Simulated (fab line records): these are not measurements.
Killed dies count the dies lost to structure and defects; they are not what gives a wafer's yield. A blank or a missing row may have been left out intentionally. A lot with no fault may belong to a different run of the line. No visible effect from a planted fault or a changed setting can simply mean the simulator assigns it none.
8D (eight disciplines) problem report, filled in by code    flow n5-finfet    the parts of the form that need people (team, actions taken, sign-off) are left out

1. WHAT WENT WRONG
IOFF_N_LIN at N5_BEOL_M4_RC_MEAS_101 reads a mean of 0.125 nA/um on 1 wafer of 1 lot; wafers without a fault read 0.068 nA/um with a standard deviation of 0.011. That puts it +5.2 standard deviations away from the usual mean.
First seen on wafer L487.3, day 11 00:54, on prober-02. Wafers with a number at this step in the record: 28, from 10 lots. Rule for "out", or "out of limits": more than 4 standard deviations from the usual mean. Any other wafer with a number is counted as sound.

2. WHAT IT IS; WHAT IT IS NOT
question                     is                                                              is not
which readings at this step  IOFF_N_LIN, IOFF_N, IOFF_N_85C, IOFF_P, IOFF_P_85C, IOFF_P_LIN  ION_P, SS_N
which lots                   L487                                                            L479, L480, L481, L484, L494, L498, L499, L500, L501
which wafers of those lots   L487.3                                                          L487.5
read on which gauges         prober-02                                                       prober-01
when                         from day 11 00:54                                               up to then (12 sound wafers); but 15 sound wafers of L494, L498, L499, L500, L501 came after

3. THE SUSPECTS, EACH WITH WHAT RULES IT OUT
Counting: a tool at a process step up to the reading stays a suspect if it ran every lot that is out. Sound lots after the first of them don't rule it out here, since some wafers of a struck lot are sound.
- the gauge at N5_BEOL_M4_RC_MEAS_101: kept. All the wafers that are out were read on prober-02, and no step on other tools shows them out.
- plasma-asher-02 at N5_STI_FIN_REVEAL_OXIDATION_31 (chemistry O2 PLASMA REMOTE, time 20 s): kept. The lot that is out, L487, ran on it at day 4 18:44; the last sound lot it ran before that was L481, at day 3 06:59.
- pvd-sputter-03 at N5_BEOL_M4_ANNEAL_91 (time 240 s): kept. The lot that is out, L487, ran on it at day 10 22:54; the last sound lot it ran before that was L481, at day 9 20:13.
- pvd-sputter-03 at N5_BEOL_M4_SPUTTER_96 (material Cu, target thk 4.5 nm, time 8.29 s): kept. The lot that is out, L487, ran on it at day 10 23:29; the last sound lot it ran before that was L481, at day 9 20:47.
- Within plasma-asher-02 at N5_STI_FIN_REVEAL_OXIDATION_31, the wafers that are out were processed in chamber 1 and their sound lot-mates in chamber 0.
Left after counting: plasma-asher-02 at N5_STI_FIN_REVEAL_OXIDATION_31, pvd-sputter-03 at N5_BEOL_M4_ANNEAL_91, pvd-sputter-03 at N5_BEOL_M4_SPUTTER_96, prober-02 at N5_BEOL_M4_RC_MEAS_101.

4. THE CAUSE (what the simulator had put in)
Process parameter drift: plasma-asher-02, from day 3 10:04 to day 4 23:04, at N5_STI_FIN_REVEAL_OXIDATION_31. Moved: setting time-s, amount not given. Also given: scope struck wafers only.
After counting, 4 suspects remain, this tool included.

5. THE EFFECT CHAIN, in route order
One row per reading whose mean, taken over the struck wafers that have a number, lies over 3 standard deviations from the usual. Only readings for which the record gives a usual standard deviation are gone through. hours: the time from each lot's start at the first step in this table that gives one to its start at this step, as a median over the lots. sigmas: the change in usual standard deviations.
hours  step                    reading      usual           on struck wafers  change     sigmas
0      N5_BEOL_M4_RC_MEAS_101  DIBL_P       35.2 mV/V       42.0              +6.8       +3.1
0      N5_BEOL_M4_RC_MEAS_101  IOFF_N       0.144 nA/um     0.274             +0.130     +4.5
0      N5_BEOL_M4_RC_MEAS_101  IOFF_N_85C   2.8 nA/um       4.8               +2.0       +4.2
0      N5_BEOL_M4_RC_MEAS_101  IOFF_N_LIN   0.068 nA/um     0.125             +0.057     +5.2
0      N5_BEOL_M4_RC_MEAS_101  IOFF_N_LONG  5.58e-05 nA/um  6.54e-05          +9.60e-06  +3.8
0      N5_BEOL_M4_RC_MEAS_101  IOFF_P       0.19 nA/um      0.33              +0.14      +4.5
0      N5_BEOL_M4_RC_MEAS_101  IOFF_P_85C   3.4 nA/um       5.3               +1.9       +4.2
0      N5_BEOL_M4_RC_MEAS_101  IOFF_P_LIN   0.094 nA/um     0.149             +0.055     +5.0
0      N5_BEOL_M4_RC_MEAS_101  VT_P         -251.4 mV       -243.6            +7.8       +3.0

6. WHAT WOULD HAVE CAUGHT IT SOONER
183 hours passed between the start of the fault at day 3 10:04 and the first reading out of limits at a measuring or inspecting step in this record, taken at day 11 00:54.
No tool reading at N5_STI_FIN_REVEAL_OXIDATION_31 that has a usual standard deviation in the record was out on any struck wafer, so an alarm limit of 4 standard deviations on those readings would not have fired.
The start of N5_STI_FIN_REVEAL_OXIDATION_31 on plasma-asher-02 came by day 11 00:54 for every one of the lots that are out (1). A hold on the tool at that time would have spared none of them.
